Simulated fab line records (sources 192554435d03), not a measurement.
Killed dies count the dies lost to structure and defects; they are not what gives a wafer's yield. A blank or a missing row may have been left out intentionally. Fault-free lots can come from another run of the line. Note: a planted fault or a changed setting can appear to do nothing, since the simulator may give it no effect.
fab line records	flow n5_finfet
[record] lots = 7	wafers = 39
route steps=1938 shown FIN_SAQP@96 STI_FIN_REVEAL@190 SPACER0@258 GATE_CUT@477 BEOL_M0_SAQP@672 BEOL_M0@721 BEOL_M3@993 BEOL_M4@1081
start_h: the number of hours between the record's first day and the start of the first shown wafer of the lot	wait_h: hours elapsed since this lot's preceding step	" the same as in the row above	L1.1+2: one row covering several wafers at once	- no value, or no start was given	* or withheld: withheld	< > ~ a bound
route shown NAME@n: NAME is a module with steps in the file, n the number in the route of the first one	usual: mean/standard deviation taken from wafers without a fault	same: alike in all rows	chamber/n: place in a boat	sites: each site's reading	_std_site: standard deviation across them	_edge_site: the outer-site mean with the inner-site mean subtracted	radius_mm: for every site, how far away it sits from the centre of the wafer	mask NAME#n: copy n	behind: the most recent tool/chamber to have shaped the wafer	hold: why the lot was held/for how many hours/how that ended	device: the n, p or np transistor that did not switch	end of line: tests run on the same wafers once the route is complete	where a step has no rows: the recipe by itself	killed: at the first sort, the dies lost to defects and structure; wafer yield is something else	map: a wafer's dies, marking killed ones x, the rest . and places with no die _
set.NAME: the setting as run; set.NAME@STEP: as run at that earlier step	model.NAME: the simulator's own value behind a step, which no gauge read
one table per step and one row per wafer, for lots whose settings were changed on purpose
[[steps]]
[step N5_FIN_SAQP_HM_DEP_03]
[recipe] material = SiNx	target_thk_a = 380	temp_c = 400	precursor = SiH4/NH3/N2	pressure_torr = 1.5	rf_w = 300	time_s = 33.6
[step N5_STI_FIN_REVEAL_ETCHBACK_08]
[recipe] chemistry = C4F6/O2	target = SiO2	target_depth_a = 305	time_s = 10.167	ion_energy_ev = 250	pressure_mtorr = 30	source_w = 345	bias_w = 185	Ar_flow_sccm = 300	C4F6_flow_sccm = 10	O2_flow_sccm = 10
[step N5_SPACER0_ALD_07]
[recipe] material = SiNx	target_thk_a = 20	temp_c = 400	ald_precursor_family = SiH2I2	ald_co_reactant = N2/H2-plasma	pressure_torr = 2
[step N5_GATE_CUT_HM_DEP_46]
[recipe] material = SiO2	target_thk_a = 1300	temp_c = 400	precursor = TEOS/O2	pressure_torr = 6.5	rf_w = 900	teos_flow_sccm = 161.4	gas = O2	flow_sccm = 2650	time_s = 26.6
[step N5_BEOL_M0_SAQP_ETCH_106]
[recipe] chemistry = N2/H2	target = SOC	target_depth_a = 1500	stop_on = SiNx	ion_energy_ev = 100	bias_w = 61	pressure_mtorr = 30	source_w = 850	n2_flow_sccm = 200	h2_flow_sccm = 200
[step N5_BEOL_M0_TRENCH_ETCH_107]
[recipe] chemistry = C4F6/O2	target_depth_a = 328	target = SiOC	time_s = 16.4	ion_energy_ev = 250	pressure_mtorr = 30	source_w = 355	bias_w = 185	Ar_flow_sccm = 300	C4F6_flow_sccm = 10	O2_flow_sccm = 10
[step N5_BEOL_M3_CVD_47]
[recipe] material = Co	target_thk_a = 30	temp_c = withheld	precursor = CCTBA/H2	pressure_torr = 30	time_s = 223.8
[step N5_BEOL_M4_ALD_84]
[recipe] material = TaN	target_thk_a = *	temp_c = 275	ald_precursor_family = PDMAT	ald_co_reactant = NH3	pressure_torr = 3	carrier_flow_sccm = 1500	pulse_time_s = 2	purge_time_s = 3	co_reactant_purge_time_s = 2	co_reactant_pulse_time_s = 3	ald_cycles = 30	precursor_vessel_temp_c = 75	precursor_vessel_pressure_torr = 26.25	precursor_vessel_carrier_sccm = 1000
[step N5_BEOL_M4_RC_MEAS_101]
[usual] CHAIN_V2 = 234/7.6	SERP_M3 = 198/13
lot.wafer	tool	chamber	start_h	wait_h	set.time_s@FIN_SAQP_HM_DEP_03	set.time_s@STI_FIN_REVEAL_ETCHBACK_08	set.target_thk_a@SPACER0_ALD_07	set.target_thk_a@GATE_CUT_HM_DEP_46	set.target_depth_a@BEOL_M0_SAQP_ETCH_106	set.target_depth_a@BEOL_M0_TRENCH_ETCH_107	set.target_thk_a@BEOL_M3_CVD_47	set.co_reactant_pulse_time_s@BEOL_M4_ALD_84	CHAIN_V2[ohm/link]	SERP_M3[ohm/um]
L082.1	prober-01	0	239.22	0.0	33.6	10.167	20	1765	1143	328	41.23	4.411	286	314
L082.2	"	0	"	"	44.62	10.167	20	1300	1500	328	41.23	3	295	336
L082.3	"	0	"	"	33.6	10.167	20	1300	1143	392.5	30	4.411	239	203
L082.4	"	0	"	"	44.62	10.167	20	1765	1143	392.5	30	3	243	214
L082.5	"	0	"	"	33.6	10.167	20	1765	1500	328	30	4.411	238	213
L082.6	"	0	"	"	44.62	10.167	20	1300	1500	392.5	41.23	3	291	301
L087.1	prober-02	0	270.56	1.0	33.6	10.167	20	1300	2108	404.7	30	3	234	192
L087.2	"	0	"	"	13.7	5.183	24.71	1300	1500	404.7	30	1.998	235	199
L087.3	"	0	"	"	13.7	10.167	20	1300	1500	328	40.15	3	275	271
L087.4	"	0	"	"	33.6	10.167	24.71	1300	2108	404.7	40.15	1.998	271	268
L087.5	"	0	"	"	33.6	5.183	20	1300	1500	328	30	1.998	245	204
L087.6	"	0	"	"	13.7	5.183	24.71	1300	2108	328	40.15	3	262	243
L088.1	prober-02	0	271.79	1.4	33.6	10.167	20	1300	1500	328	30	3	238	201
L088.3	"	0	"	"	33.6	10.167	20	1300	1500	328	30	3	243	215
L088.6	"	0	"	"	33.6	10.167	20	1300	1500	328	30	3	244	219
L091.1	prober-01	0	293.91	0.0	33.6	4.416	20	1300	1500	407.1	30	3	234	222
L091.2	"	0	"	"	33.6	10.167	20	1300	2187	328	13.24	4.492	179	128
L091.3	"	0	"	"	33.6	10.167	10.41	1300	2187	328	13.24	3	183	131
L091.4	"	0	"	"	33.6	10.167	10.41	563.5	1500	407.1	13.24	4.492	172	119
L091.5	"	0	"	"	33.6	4.416	20	563.5	2187	407.1	30	3	235	199
L091.6	"	0	"	"	33.6	4.416	10.41	563.5	1500	328	30	4.492	237	214
L094.1	prober-01	0	299.46	0.0	33.6	10.167	15.53	1300	1854	134.6	13.93	4.553	193	124
L094.2	"	0	"	"	25.03	10.167	20	1595	1854	328	13.93	3	195	133
L094.3	"	0	"	"	33.6	5.909	20	1300	1854	134.6	30	3	248	206
L094.4	"	0	"	"	25.03	10.167	20	1300	1500	328	30	4.553	251	196
L094.5	"	0	"	"	25.03	5.909	15.53	1595	1500	134.6	30	3	231	201
L094.6	"	0	"	"	33.6	5.909	15.53	1595	1500	328	13.93	4.553	184	115
L093.1	prober-01	0	301.87	0.0	33.6	15.74	20	1300	1500	328	30	1.376	236	204
L093.2	"	0	"	"	33.6	10.167	20	2080	1194	183.2	30	1.376	242	224
L093.3	"	0	"	"	26.05	15.74	20	1300	1500	183.2	30	3	248	230
L093.4	"	0	"	"	33.6	15.74	16.41	2080	1194	183.2	30	1.376	241	219
L093.5	"	0	"	"	26.05	10.167	16.41	2080	1500	328	30	3	249	216
L093.6	"	0	"	"	26.05	10.167	16.41	1300	1194	328	30	3	247	218
L096.1	prober-01	0	307.04	0.0	47.73	10.167	20	1300	1500	153	45.7	1.759	301	316
L096.2	"	0	"	"	47.73	10.167	20	2018	1061	153	30	1.759	231	190
L096.3	"	0	"	"	33.6	6.04	20	1300	1500	153	30	3	221	179
L096.4	"	0	"	"	47.73	6.04	20	2018	1061	328	45.7	3	314	334
L096.5	"	0	"	"	33.6	6.04	20	2018	1500	328	30	3	239	194
L096.6	"	0	"	"	33.6	10.167	20	1300	1061	328	45.7	1.759	293	314
[[key]]
[split] step = N5_FIN_SAQP_HM_DEP_03	setting = time_s	stated_as = 33.6
response none clear
[split] step = N5_STI_FIN_REVEAL_ETCHBACK_08	setting = time_s	stated_as = 10.167
response none clear
[split] step = N5_SPACER0_ALD_07	setting = target_thk_a	stated_as = 20
response none clear
[split] step = N5_GATE_CUT_HM_DEP_46	setting = target_thk_a	stated_as = 1300
response none clear
[split] step = N5_BEOL_M0_SAQP_ETCH_106	setting = target_depth_a	stated_as = 1500
response none clear
[split] step = N5_BEOL_M0_TRENCH_ETCH_107	setting = target_depth_a	stated_as = 328
response none clear
[split] step = N5_BEOL_M3_CVD_47	setting = target_thk_a	stated_as = 30
[response] step = N5_BEOL_M4_RC_MEAS_101	reading = CHAIN_V2	slope = +1.18	per = 1%	together_with = all	explained = 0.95
[response] step = N5_BEOL_M4_RC_MEAS_101	reading = SERP_M3	slope = +2.06	per = 1%	together_with = all	explained = 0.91
[split] step = N5_BEOL_M4_ALD_84	setting = co_reactant_pulse_time_s	stated_as = 3
response none clear
